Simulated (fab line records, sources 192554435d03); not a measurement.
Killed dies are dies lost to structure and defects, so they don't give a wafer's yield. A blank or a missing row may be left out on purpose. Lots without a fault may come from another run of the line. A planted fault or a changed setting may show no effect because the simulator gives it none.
fab line records | flow n5_finfet | part 1 of 2: steps 1 to 6 of 7
record lots=9 wafers=27 last_day=17
route steps=1938 shown WELL_APT@44 PMOS_HMC_CHANNEL_EPI@74 BEOL_M4@1111 PASSIVATION@1936
lots that met no fault: from a run of the same line without faults
start_h: hours from the record's first day to the start of the lot's first wafer shown | wait_h: hours since the lot's step before | " the same as in the row above | L1.1+2: a row that stands for several wafers | - no value, or no start given | * or withheld: withheld | < > ~ a bound
route shown NAME@n: a module of which the file shows steps, and the number in the route of the first | usual: mean/standard deviation of fault-free wafers | same: alike in all rows | chamber/n: place in a boat | sites: the reading at each site | _std_site: their standard deviation | _edge_site: outer sites' mean less inner sites' | radius_mm: how far each site lies from the wafer's centre | mask NAME#n: copy n | behind: the tool/chamber that last shaped the wafer | hold: why the lot was held/for how many hours/how that ended | device: the transistor (n, p or np) that didn't switch | end of line: the same wafers' tests at the end of the route | a step without rows: its recipe alone | killed: dies lost to structure and defects at the first sort, not the wafer's yield | map: a wafer's dies, x killed, . not, _ none there
set.NAME: the setting as run; set.NAME@STEP: as run at that earlier step | model.NAME: the simulator's own value behind a step, which no gauge read
steps of the route over a sample of lots; a table a step, a row a wafer
services: from which hour (start_h, from the record's first day; less than 0 if before it) a tool's chamber was out of use, for how many hours, and why
## steps
# step N5_WELL_APT_OVL_MEAS_26
# recipe points_per_wafer=44
# usual PWELL_OVL=-3/5.9
# columns lot.wafer tool chamber start_h wait_h PWELL_OVL[nm]
L693.3 overlay-02 0 17.20 0.0 3
L693.4 " 0 " " -2
L693.5 " 0 " " 6
L694.1 overlay-01 0 21.41 0.0 -12
L694.3 " 0 " " -5
L694.6 " 0 " " -2
L696.1 overlay-01 0 33.80 0.0 -8
L696.3 " 0 " " 0
L696.6 " 0 " " 6
L701.1 overlay-02 0 62.96 0.0 5
L701.5 " 0 " " -7
L701.6 " 0 " " -7
L703.2 overlay-01 0 74.87 0.0 -4
L703.4 " 0 " " -8
L703.5 " 0 " " 5
L707.1 overlay-01 0 98.88 0.0 -1
L707.4 " 0 " " -3
L707.6 " 0 " " 4
L711.2 overlay-01 0 122.87 0.0 -4
L711.3 " 0 " " -12
L711.5 " 0 " " -11
L713.1 overlay-01 0 135.41 0.0 -5
L713.3 " 0 " " 6
L713.4 " 0 " " -9
L714.2 overlay-01 0 140.88 0.0 -4
L714.3 " 0 " " -10
L714.4 " 0 " " -2
# step N5_WELL_APT_RTA_34
# recipe temp_c=1000 time_s=10 ambient=N2 idle_temp_c=600 ramp_up_c_per_s=150 ramp_down_c_per_s=60 cool_to_c=600
# usual lamp_power_pct=13.00/0.051 lamp_zone_2_pct=12.993/0.029 lamp_zone_4_pct=13.00/0.03 lamp_zone_6_pct=12.918/0.029 wafer_temp_C_max=1003.5/1.1
# columns lot.wafer tool chamber start_h wait_h lamp_power_pct lamp_zone_2_pct lamp_zone_4_pct lamp_zone_6_pct wafer_temp_C_max
L693.3 rtp_anneal-01 0 18.29 0.1 13.04 12.984 12.98 12.994 1005.0
L693.4 " 0 " " 13.07 12.994 13.05 12.874 1003.9
L693.5 " 0 " " 13.11 12.985 13.03 12.954 1004.7
L694.1 rtp_anneal-02 0 23.91 0.0 13.04 13.012 12.97 12.883 1002.8
L694.3 " 0 " " 12.99 12.968 12.95 12.937 1002.8
L694.6 " 0 " " 13.06 13.023 12.98 12.888 1003.4
L696.1 rtp_anneal-01 0 34.85 0.0 12.98 13.003 13.00 12.921 1004.5
L696.3 " 0 " " 13.02 12.998 13.02 12.931 1004.9
L696.6 " 0 " " 13.02 13.056 12.97 12.921 1002.7
L701.1 rtp_anneal-01 0 63.96 0.0 12.94 12.931 12.97 12.935 1004.4
L701.5 " 0 " " 13.01 13.025 13.01 12.937 1004.3
L701.6 " 0 " " 12.97 12.953 12.98 12.932 1003.8
L703.2 rtp_anneal-02 0 75.94 0.1 13.04 12.989 12.97 12.925 1003.0
L703.4 " 0 " " 12.97 12.983 13.00 12.865 1003.6
L703.5 " 0 " " 13.08 12.947 13.05 12.980 1003.8
L707.1 rtp_anneal-02 0 99.89 0.2 13.01 12.961 13.04 12.906 1003.9
L707.4 " 0 " " 12.99 12.969 12.99 12.943 1004.2
L707.6 " 0 " " 13.04 12.965 13.06 12.909 1004.7
L711.2 rtp_anneal-02 0 123.78 0.1 13.04 12.988 12.93 12.896 1004.2
L711.3 " 0 " " 13.04 13.005 13.03 12.928 1003.5
L711.5 " 0 " " 12.97 13.002 13.00 12.927 1005.2
L713.1 rtp_anneal-01 0 136.95 0.1 13.07 12.979 12.98 12.933 1003.0
L713.3 " 0 " " 12.94 12.970 13.00 12.905 1003.9
L713.4 " 0 " " 13.01 13.032 13.00 12.907 1002.6
L714.2 rtp_anneal-02 0 142.03 0.3 12.98 13.047 12.98 12.936 1003.5
L714.3 " 0 " " 13.04 12.976 12.99 12.862 1002.8
L714.4 " 0 " " 13.02 12.961 12.99 12.934 1004.1
# step N5_PMOS_HMC_CHANNEL_EPI_FIN_RECESS_16
# recipe chemistry=HBr/Cl2 target=Si mask_material=SiO2 target_depth_a=540 time_s=18 pressure_mtorr=10 icp_w=800 bias_w=75 HBr_flow_sccm=150 Cl2_flow_sccm=80
# usual drypump_motor_current_A=5.8/0.4 oes_product_au=0.997/0.012 throttle_valve_pct=35.56/0.14
# columns lot.wafer tool chamber start_h wait_h drypump_motor_current_A oes_product_au rf_hours_counter_h throttle_valve_pct
L693.3 rie_si-06 3 20.18 0.0 5.7 1.008 126 35.47
L693.4 " 0 " " 5.7 1.002 32 35.62
L693.5 " 0 " " 5.7 0.994 - 35.64
L694.1 rie_si-06 3 25.87 0.0 5.7 0.990 126 35.47
L694.3 " 0 " " 5.7 0.989 32 35.64
L694.6 " 1 " " 5.6 1.002 - 35.55
L696.1 rie_si-06 1 36.93 0.0 5.6 0.991 134 35.56
L696.3 " 0 " " 5.7 1.002 32 35.65
L696.6 " 1 " " 5.6 0.983 - 35.57
L701.1 rie_si-06 3 66.03 0.0 5.6 0.995 127 35.48
L701.5 " 3 " " 5.6 1.001 - 35.48
L701.6 " 0 " " 5.7 0.993 - 35.65
L703.2 rie_si-05 2 78.30 0.0 6.0 1.010 64 35.67
L703.4 " 0 " " 6.2 1.014 125 35.61
L703.5 " 0 " " 6.2 1.008 - 35.61
L707.1 rie_si-02 0 102.21 0.0 5.0 1.018 23 35.22
L707.4 " 3 " " 6.6 0.973 26 35.62
L707.6 " 2 " " 6.7 1.023 - 35.88
L711.2 rie_si-06 1 125.50 0.0 5.6 0.991 135 35.56
L711.3 " 2 " " 5.8 0.999 87 35.48
L711.5 " 0 " " 5.7 0.993 - 35.65
L713.1 rie_si-06 1 138.91 0.0 5.6 0.998 136 35.55
L713.3 " 0 " " 5.6 1.003 33 35.63
L713.4 " 3 " " 5.6 0.991 128 35.46
L714.2 rie_si-06 0 145.33 0.0 5.6 0.996 34 35.63
L714.3 " 2 " " 5.8 1.008 88 35.48
L714.4 " 3 " " 5.6 1.000 128 35.48
# step N5_PMOS_HMC_CHANNEL_EPI_EPI_20
# recipe material=SiGe30 mask_material=SiO2 pressure_torr=20 target_thk_a=590 temp_c=600
# usual chamber_pressure_Torr=20.00/0.048
# columns lot.wafer tool chamber start_h wait_h chamber_pressure_Torr
L693.3 epi_rpcvd-04 0 20.79 0.4 20.00
L693.4 " 0 " " 19.98
L693.5 " 0 " " 19.99
L694.1 epi_rpcvd-04 0 26.04 0.0 20.02
L694.3 " 0 " " 20.07
L694.6 " 0 " " 20.10
L696.1 epi_rpcvd-04 0 37.10 0.0 20.00
L696.3 " 0 " " 19.94
L696.6 " 0 " " 20.06
L701.1 epi_rpcvd-04 0 66.21 0.0 19.91
L701.5 " 0 67.28 1.1 19.95
L701.6 " 0 " " 19.90
L703.2 epi_rpcvd-04 0 78.74 0.3 12.75
L703.4 " 0 " " 12.72
L703.5 " 0 " " 12.69
L707.1 epi_rpcvd-04 0 102.39 0.0 12.66
L707.4 " 0 " " 12.70
L707.6 " 0 " " 12.75
L711.2 epi_rpcvd-01 0 126.03 0.4 20.02
L711.3 " 0 " " 20.00
L711.5 " 0 " " 19.97
L713.1 epi_rpcvd-03 0 139.15 0.1 19.94
L713.3 " 0 " " 20.11
L713.4 " 0 " " 19.97
L714.2 epi_rpcvd-03 0 145.70 0.2 19.95
L714.3 " 0 " " 20.02
L714.4 " 0 " " 19.93
# step N5_PMOS_HMC_CHANNEL_EPI_THK_MEAS_22
# recipe reads=SiGe30_of_PMOS_HMC_CHANNEL_EPI_EPI_20
# usual HMC_CMP_THK=54.1/0.52
# columns lot.wafer tool chamber start_h wait_h HMC_CMP_THK[nm]
L693.3 film_metro-02 - 22.03 - 54.6
L693.4 " - " " 54.3
L693.5 " - " " 53.7
L694.1 film_metro-02 - 27.68 - 54.0
L694.3 " - " " 53.8
L694.6 " - " " 55.0
L696.1 film_metro-01 - 38.73 - 53.9
L696.3 " - " " 53.3
L696.6 " - " " 54.1
L701.1 film_metro-02 - 68.24 - 53.8
L701.5 " - " " 53.7
L701.6 " - " " 53.3
L703.2 film_metro-01 - 80.50 - 49.3
L703.4 " - " " 49.1
L703.5 " - " " 50.5
L707.1 film_metro-02 - 104.43 - 48.1
L707.4 " - " " 49.0
L707.6 " - " " 48.6
L711.2 film_metro-02 - 128.23 - 54.4
L711.3 " - " " 53.7
L711.5 " - " " 54.0
L713.1 film_metro-01 - 140.77 - 54.7
L713.3 " - " " 53.8
L713.4 " - " " 54.4
L714.2 film_metro-02 - 147.13 - 53.8
L714.3 " - " " 54.2
L714.4 " - " " 53.9
# step N5_BEOL_M4_RC_MEAS_101
# usual CJ_P=5.81/0.12 DIBL_N=35.9/1.4 DIBL_P=35.9/1.7 IOFF_N=0.155/0.023 IOFF_P=0.201/0.029 IOFF_P_85C=3.5/0.43 IOFF_P_LONG=0.000103/7.6e-06 ION_N=672/8.8 ION_P=460/7 SS_N=71.6/0.48 SS_P=73.1/0.64 VT_N=250.0/3 VT_P=-251.6/3 VT_P_LONG=-276.5/3 VT_P_LVT=-99.6/2.3
# columns lot.wafer tool chamber start_h wait_h CJ_P DIBL_N[mV/V] DIBL_P[mV/V] IOFF_N[nA/um] IOFF_P[nA/um] IOFF_P_85C[nA/um] IOFF_P_LONG[nA/um] ION_N[uA/um] ION_P[uA/um] SS_N[mV/dec] SS_P[mV/dec] VT_N[mV] VT_P[mV] VT_P_LONG[mV] VT_P_LVT[mV]
L693.3 prober-02 0 170.23 0.3 5.83 34.6 35.1 0.131 0.195 3.4 0.000103 667 460 71.7 73.3 250.4 -252.1 -274.1 -99.1
L693.4 " 0 " " 5.83 38.2 38.6 0.191 0.252 4.2 0.000105 680 464 72.2 74.6 245.9 -250.6 -273.0 -95.1
L693.5 " 0 " " 5.87 37.1 37.4 0.174 0.229 3.9 0.000105 672 459 71.7 74.0 247.3 -249.8 -276.4 -97.8
L694.1 prober-02 0 172.95 0.0 5.78 34.9 33.6 0.130 0.184 3.3 0.000114 652 452 71.9 72.2 256.1 -249.7 -274.0 -100.2
L694.3 " 0 " " 5.89 34.1 33.5 0.120 0.181 3.3 0.000118 660 455 71.0 72.6 254.3 -250.7 -273.2 -99.7
L694.6 " 0 " " 5.60 35.3 35.0 0.145 0.213 3.7 0.000112 664 463 71.7 72.7 251.9 -250.3 -270.0 -97.8
L696.1 prober-02 0 194.31 0.0 5.80 36.2 35.5 0.143 0.188 3.2 0.0001 669 458 71.7 72.4 251.5 -255.1 -274.9 -101.0
L696.3 " 0 " " 5.83 37.7 36.6 0.163 0.202 3.5 0.000101 666 456 72.1 73.5 251.0 -252.9 -278.2 -101.4
L696.6 " 0 " " 5.72 35.9 35.5 0.145 0.190 3.3 0.0001 674 462 71.3 72.6 250.1 -252.0 -276.9 -102.0
L701.1 prober-01 0 224.19 0.0 5.78 37.8 38.9 0.193 0.216 3.8 9.5e-05 688 460 71.6 74.2 244.7 -251.0 -278.3 -97.1
L701.5 " 0 " " 5.84 38.1 38.7 0.199 0.217 3.8 9.6e-05 687 466 71.6 74.5 247.1 -250.6 -277.3 -98.7
L701.6 " 0 " " 5.83 36.6 35.8 0.166 0.174 3.2 9.5e-05 660 446 71.7 72.2 249.3 -253.7 -280.1 -101.0
L703.2 prober-01 0 243.98 0.2 6.32 34.5 37.5 0.126 0.163 3.0 8.2e-05 654 410 71.1 73.1 255.7 -259.1 -290.8 -110.2
L703.4 " 0 " " 6.30 37.0 39.4 0.169 0.174 3.1 8.4e-05 685 427 71.7 74.1 249.0 -259.8 -290.4 -107.9
L703.5 " 0 " " 6.26 35.2 37.1 0.134 0.148 2.7 8e-05 661 412 70.8 73.2 250.9 -261.7 -289.4 -110.9
L707.1 prober-01 0 252.05 0.0 6.11 36.9 41.7 0.183 0.311 5.2 8.2e-05 684 405 72.1 77.2 246.3 -258.8 -288.3 -105.4
L707.4 " 0 " " 6.15 37.7 43.4 0.198 0.395 6.4 8.4e-05 671 403 72.6 78.0 244.0 -255.0 -288.1 -103.8
L707.6 " 0 " " 6.07 36.5 41.0 0.170 0.348 5.7 8.3e-05 670 400 72.4 78.2 248.2 -258.4 -290.5 -105.7
L711.2 prober-02 0 279.34 0.2 5.84 34.5 34.7 0.131 0.146 2.7 8.3e-05 660 448 71.4 72.9 254.0 -258.7 -285.5 -105.7
L711.3 " 0 " " 6.00 34.9 35.5 0.134 0.149 2.7 8.6e-05 680 456 71.4 73.7 254.3 -256.1 -286.6 -106.6
L711.5 " 0 " " 5.85 34.1 34.6 0.125 0.140 2.6 8.3e-05 658 445 71.2 72.8 251.2 -257.9 -288.0 -105.8
L713.1 prober-02 0 286.47 0.0 5.68 39.1 39.8 0.211 0.260 4.4 9.8e-05 682 462 72.3 74.4 243.3 -250.6 -273.0 -99.0
L713.3 " 0 " " 5.95 38.5 39.4 0.195 0.250 4.2 0.000104 685 464 72.4 73.7 248.6 -249.5 -278.5 -99.4
L713.4 " 0 " " 5.73 37.6 38.0 0.187 0.231 4.0 0.000101 686 469 71.8 73.0 243.6 -249.3 -277.1 -99.2
L714.2 prober-01 0 304.38 0.2 5.91 35.4 36.7 0.188 0.220 3.8 0.000105 688 469 71.3 73.3 243.8 -248.9 -274.7 -98.3
L714.3 " 0 " " 5.79 36.3 38.7 0.205 0.250 4.3 0.000103 680 465 71.7 73.7 244.3 -249.2 -276.3 -96.8
L714.4 " 0 " " 5.94 37.0 39.4 0.231 0.267 4.5 0.000106 676 462 72.3 74.4 243.5 -249.4 -275.7 -96.1
## key
first_sign step=N5_PMOS_HMC_CHANNEL_EPI_EPI_20 reading=chamber_pressure_Torr direction=down sigmas=99+ usual=20.00 struck=12.71
effect step=N5_PMOS_HMC_CHANNEL_EPI_THK_MEAS_22 reading=HMC_CMP_THK direction=down sigmas=9.6 usual=54.1 struck=49.1
effect step=N5_BEOL_M4_RC_MEAS_101 reading=ION_P direction=down sigmas=7.2 usual=460 struck=409
effect step=N5_BEOL_M4_RC_MEAS_101 reading=VT_P_LONG direction=down sigmas=4.4 usual=-276.5 struck=-289.6
effect step=N5_BEOL_M4_RC_MEAS_101 reading=SS_P direction=up sigmas=3.9 usual=73.1 struck=75.6 wafers_moved=3
effect step=N5_BEOL_M4_RC_MEAS_101 reading=CJ_P direction=up sigmas=3.4 usual=5.81 struck=6.20
effect step=N5_BEOL_M4_RC_MEAS_101 reading=VT_P_LVT direction=down sigmas=3.4 usual=-99.6 struck=-107.3
effect step=N5_BEOL_M4_RC_MEAS_101 reading=IOFF_P_LONG direction=down sigmas=2.6 usual=0.000103 struck=8.3e-05
effect step=N5_BEOL_M4_RC_MEAS_101 reading=DIBL_P direction=up sigmas=2.4 usual=35.9 struck=40.0 wafers_moved=3
effect step=N5_BEOL_M4_RC_MEAS_101 reading=VT_P direction=down sigmas=2.4 usual=-251.6 struck=-258.8
effect step=N5_BEOL_M4_RC_MEAS_101 reading=IOFF_P_85C direction=up sigmas=2 usual=3.5 struck=4.3 wafers_moved=3
effect step=N5_BEOL_M4_RC_MEAS_101 reading=IOFF_P direction=up sigmas=1.9 usual=0.201 struck=0.257 wafers_moved=3
effect step=N5_PASSIVATION_PROBE_49 reading=sort_bin_8_speed direction=up sigmas=99+ usual=0 struck=86.34
met_at N5_PMOS_HMC_CHANNEL_EPI_EPI_20
struck_lots L703,L707
not_acting_at N5_WELL_APT_OVL_MEAS_26,N5_WELL_APT_RTA_34,N5_PMOS_HMC_CHANNEL_EPI_FIN_RECESS_16
onset_between 66.21 78.74
fault kind=process_parameter_drift tool=epi_rpcvd-04 chamber=- onset_h=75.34 steps=N5_PMOS_HMC_CHANNEL_EPI_EPI_20 channel=pressure_torr offset=-7.3271 shape=step end_h=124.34 acts_in=these_recipes_only stated=20
